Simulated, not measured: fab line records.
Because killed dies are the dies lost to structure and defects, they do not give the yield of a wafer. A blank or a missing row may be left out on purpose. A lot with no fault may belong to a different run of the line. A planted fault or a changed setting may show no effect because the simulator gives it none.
Which tool was responsible? || flow nandHarc || 12 lots with 36 wafers sampled at 6 steps, on a route of 1159 steps

## WHAT EACH GAUGE READ, for each wafer
NHARC_A_CONTACT_OVL_MEAS_09.
{"lot": "L075", "measured": "day 17 04:39", "on": "overlay-02", "overlayXNm (nm)": "-0.9 -1.2 -0.9"}
{"lot": "L076", "measured": "day 17 07:09", "on": "overlay-01", "overlayXNm (nm)": "0.5 -0.3 0.4"}
{"lot": "L079", "measured": "day 18 16:21", "on": "overlay-01", "overlayXNm (nm)": "0.0 0.0 -0.1"}
{"lot": "L082", "measured": "day 19 00:04", "on": "overlay-02", "overlayXNm (nm)": "-0.2 -0.3 0.0"}
{"lot": "L083", "measured": "day 19 17:51", "on": "overlay-02", "overlayXNm (nm)": "1.6 1.8 1.2"}
{"lot": "L087", "measured": "day 20 01:48", "on": "overlay-02", "overlayXNm (nm)": "-0.2 0.4 -0.2"}
{"lot": "L086", "measured": "day 20 12:59", "on": "overlay-01", "overlayXNm (nm)": "-0.4 -0.4 -0.3"}
{"lot": "L089", "measured": "day 20 14:01", "on": "overlay-01", "overlayXNm (nm)": "-0.3 -0.5 0.1"}
{"lot": "L090", "measured": "day 21 04:59", "on": "overlay-02", "overlayXNm (nm)": "0.8 1.2 1.0"}
{"lot": "L094", "measured": "day 22 02:52", "on": "overlay-01", "overlayXNm (nm)": "-0.5 -0.5 -1.2"}
{"lot": "L095", "measured": "day 22 09:32", "on": "overlay-02", "overlayXNm (nm)": "-0.6 -1.3 -0.6"}
{"lot": "L097", "measured": "day 23 01:11", "on": "overlay-01", "overlayXNm (nm)": "-1.8 -1.7 -2.3"}

## WHAT TOOL EACH LOT RAN ON (gives the tool, then ch and the chambers of the sampled wafers, and finally the start)
{"lot": "L075", "NHARC_A_CONTACT_ETCH_111": "harCapEtch-01 ch 0,1, day 16 13:10", "NHARC_A_CONTACT_ETCH_115": "harCapEtch-01 ch 0,1, day 16 13:37", "NHARC_A_CONTACT_ETCH_119": "harCapEtch-01 ch 0,1, day 16 13:59", "NHARC_A_CONTACT_ETCH_125": "harCapEtch-03 ch 0,1, day 16 23:22", "NHARC_A_CONTACT_ETCH_131": "harCapEtch-03 ch 0,1, day 17 00:30"}
{"lot": "L076", "NHARC_A_CONTACT_ETCH_111": "harCapEtch-03 ch 0,1, day 16 18:19", "NHARC_A_CONTACT_ETCH_115": "harCapEtch-03 ch 0,1, day 16 18:44", "NHARC_A_CONTACT_ETCH_119": "harCapEtch-03 ch 0,1, day 16 19:06", "NHARC_A_CONTACT_ETCH_125": "harCapEtch-02 ch 0,1, day 17 02:12", "NHARC_A_CONTACT_ETCH_131": "harCapEtch-02 ch 0,1, day 17 03:03"}
{"lot": "L079", "NHARC_A_CONTACT_ETCH_111": "harCapEtch-02 ch 0,1, day 17 23:57", "NHARC_A_CONTACT_ETCH_115": "harCapEtch-02 ch 0,1, day 18 00:34", "NHARC_A_CONTACT_ETCH_119": "harCapEtch-02 ch 0,1, day 18 01:02", "NHARC_A_CONTACT_ETCH_125": "harCapEtch-02 ch 0,1, day 18 08:55", "NHARC_A_CONTACT_ETCH_131": "harCapEtch-02 ch 0,1, day 18 09:46"}
{"lot": "L082", "NHARC_A_CONTACT_ETCH_111": "harCapEtch-03 ch 0,1, day 18 09:46", "NHARC_A_CONTACT_ETCH_115": "harCapEtch-03 ch 0,1, day 18 10:23", "NHARC_A_CONTACT_ETCH_119": "harCapEtch-03 ch 0,1, day 18 10:53", "NHARC_A_CONTACT_ETCH_125": "harCapEtch-02 ch 0, day 18 18:26", "NHARC_A_CONTACT_ETCH_131": "harCapEtch-02 ch 0, day 18 19:17"}
{"lot": "L083", "NHARC_A_CONTACT_ETCH_111": "harCapEtch-01 ch 0,1, day 19 02:39", "NHARC_A_CONTACT_ETCH_115": "harCapEtch-01 ch 0,1, day 19 03:08", "NHARC_A_CONTACT_ETCH_119": "harCapEtch-01 ch 0,1, day 19 03:29", "NHARC_A_CONTACT_ETCH_125": "harCapEtch-01 ch 0, day 19 10:36", "NHARC_A_CONTACT_ETCH_131": "harCapEtch-01 ch 0, day 19 11:27"}
{"lot": "L087", "NHARC_A_CONTACT_ETCH_111": "harCapEtch-03 ch 0,1, day 19 11:03", "NHARC_A_CONTACT_ETCH_115": "harCapEtch-03 ch 0,1, day 19 11:31", "NHARC_A_CONTACT_ETCH_119": "harCapEtch-03 ch 0,1, day 19 11:53", "NHARC_A_CONTACT_ETCH_125": "harCapEtch-02 ch 0,1, day 19 19:55", "NHARC_A_CONTACT_ETCH_131": "harCapEtch-02 ch 0,1, day 19 20:46"}
{"lot": "L086", "NHARC_A_CONTACT_ETCH_111": "harCapEtch-01 ch 0,1, day 19 22:11", "NHARC_A_CONTACT_ETCH_115": "harCapEtch-01 ch 0,1, day 19 22:38", "NHARC_A_CONTACT_ETCH_119": "harCapEtch-01 ch 0,1, day 19 23:00", "NHARC_A_CONTACT_ETCH_125": "harCapEtch-03 ch 0,1, day 20 05:16", "NHARC_A_CONTACT_ETCH_131": "harCapEtch-03 ch 0,1, day 20 06:07"}
{"lot": "L089", "NHARC_A_CONTACT_ETCH_111": "harCapEtch-03 ch 0,1, day 20 00:25", "NHARC_A_CONTACT_ETCH_115": "harCapEtch-03 ch 0,1, day 20 00:53", "NHARC_A_CONTACT_ETCH_119": "harCapEtch-03 ch 0,1, day 20 01:14", "NHARC_A_CONTACT_ETCH_125": "harCapEtch-01 ch 0,1, day 20 07:49", "NHARC_A_CONTACT_ETCH_131": "harCapEtch-01 ch 0,1, day 20 08:40"}
{"lot": "L090", "NHARC_A_CONTACT_ETCH_111": "harCapEtch-02 ch 0,1, day 20 12:04", "NHARC_A_CONTACT_ETCH_115": "harCapEtch-02 ch 0,1, day 20 12:32", "NHARC_A_CONTACT_ETCH_119": "harCapEtch-02 ch 0,1, day 20 12:53", "NHARC_A_CONTACT_ETCH_125": "harCapEtch-02 ch 0,1, day 20 23:07", "NHARC_A_CONTACT_ETCH_131": "harCapEtch-02 ch 0,1, day 20 23:58"}
{"lot": "L094", "NHARC_A_CONTACT_ETCH_111": "harCapEtch-01 ch 0,1, day 21 14:05", "NHARC_A_CONTACT_ETCH_115": "harCapEtch-01 ch 0,1, day 21 14:43", "NHARC_A_CONTACT_ETCH_119": "harCapEtch-01 ch 0,1, day 21 15:12", "NHARC_A_CONTACT_ETCH_125": "harCapEtch-02 ch 0,1, day 21 21:49", "NHARC_A_CONTACT_ETCH_131": "harCapEtch-02 ch 0,1, day 21 22:40"}
{"lot": "L095", "NHARC_A_CONTACT_ETCH_111": "harCapEtch-01 ch 0,1, day 21 21:14", "NHARC_A_CONTACT_ETCH_115": "harCapEtch-01 ch 0,1, day 21 21:40", "NHARC_A_CONTACT_ETCH_119": "harCapEtch-01 ch 0,1, day 21 22:01", "NHARC_A_CONTACT_ETCH_125": "harCapEtch-02 ch 0,1, day 22 04:26", "NHARC_A_CONTACT_ETCH_131": "harCapEtch-02 ch 0,1, day 22 05:17"}
{"lot": "L097", "NHARC_A_CONTACT_ETCH_111": "harCapEtch-02 ch 0,1, day 22 12:40", "NHARC_A_CONTACT_ETCH_115": "harCapEtch-02 ch 0,1, day 22 13:07", "NHARC_A_CONTACT_ETCH_119": "harCapEtch-02 ch 0,1, day 22 13:28", "NHARC_A_CONTACT_ETCH_125": "harCapEtch-02 ch 0,1, day 22 19:58", "NHARC_A_CONTACT_ETCH_131": "harCapEtch-02 ch 0,1, day 22 20:49"}
- NHARC_A_CONTACT_ETCH_111: etches the open film in C4F8/O2/Ar, time 140 s, target depth 700 nm.
- NHARC_A_CONTACT_ETCH_115: etches the open film in C4F8/O2/Ar, time 94 s, target depth 922 nm.
- NHARC_A_CONTACT_ETCH_119: etches the open film in C4F8/O2/Ar, time 94 s, target depth 922 nm.
- NHARC_A_CONTACT_ETCH_125: etches the open film in C4F8/O2/Ar, time 155 s, target depth 956 nm.
- NHARC_A_CONTACT_ETCH_131: etches the open film in C4F8/O2/Ar, time 155 s, target depth 956 nm.

## THE ANSWER, worked out from the rows above alone
Rule: the usual values come from the lots themselves. Put in order of their means at a reading, lots are off if they are a third of the lots or fewer, leave a main group of 4 or more, and stand apart from it by a gap of 3 or more times the standard deviation of the main group's means; of several such gaps the widest counts. The tables above print the reading to a certain number of digits; a main group whose means all agree to those digits is not used. A lot without any number at a reading at which 4 lots or more have one is off too. Where the step has rows for the other lots, those lots are counted as sound.
No lot is off at any reading shown: from this, nothing can be told.

## WHAT THE SIMULATOR HAD PUT IN
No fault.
